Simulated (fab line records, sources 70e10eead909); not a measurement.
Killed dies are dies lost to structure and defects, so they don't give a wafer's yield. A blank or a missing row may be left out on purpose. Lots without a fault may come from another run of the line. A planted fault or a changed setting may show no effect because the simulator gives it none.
Chamber matching | flow nand_harc | NHARC_A_STAIRCASE_DESCUM_219 on rie_diel-01: 4 sister chambers
The step chemistry O2, time 3 s. 8 wafers are shown with their chamber, then 10 later ones without.

WAFERS WITH THEIR CHAMBER
wafer  | chamber | drypump_motor_current_A (A) | showerhead_plenum_p_Torr (Torr)
L077.2 | 0       | 4.8                         | 2.08
L083.4 | 1       | 6.3                         | 1.99
L083.2 | 0       | 4.8                         | 2.07
L084.2 | 2       | 6.4                         | 2.07
L084.3 | 1       | 6.2                         | 1.99
L084.5 | 3       | 6.1                         | 1.78
L089.2 | 3       | 6.1                         | 1.77
L089.3 | 2       | 6.4                         | 2.06

WAFERS WITHOUT THEIR CHAMBER
wafer  | drypump_motor_current_A (A) | showerhead_plenum_p_Torr (Torr)
L089.6 | 6.4                         | 2.06
L088.2 | 6.0                         | 1.77
L088.3 | 6.4                         | 2.06
L088.6 | 6.3                         | 1.99
L096.1 | 6.3                         | 1.98
L096.2 | 6.4                         | 2.05
L096.6 | 6.3                         | 2.05
L096.3 | 6.0                         | 2.08
L096.4 | 6.1                         | 2.08
L096.5 | 6.3                         | 1.98

WHICH CHAMBER EACH WENT THROUGH
wafer  | from the rows above | in truth
L089.6 | 2                   | 2
L088.2 | 3                   | 3
L088.3 | 2                   | 2
L088.6 | 1                   | 1
L096.1 | 1                   | 1
L096.2 | 2                   | 2
L096.6 | 2                   | 2
L096.3 | 2                   | 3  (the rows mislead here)
L096.4 | 2                   | 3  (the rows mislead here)
L096.5 | 1                   | 1
Placed correctly: 8 of 10. Can't be placed from these rows: 0. Placed wrongly: 2.
How it was worked out, from the rows above alone: a wafer's distance from a chamber is the root of the sum, over the readings, of the square of ((its reading less the chamber's mean) divided by the reading's scatter). The wafer belongs to the nearest chamber; if the next one is less than 2 further off, it can't be placed. A chamber's mean is the mean of its shown wafers. The scatter: the root of (the sum of the squares of (reading less its chamber's mean) over the shown wafers, divided by (wafers less chambers)).
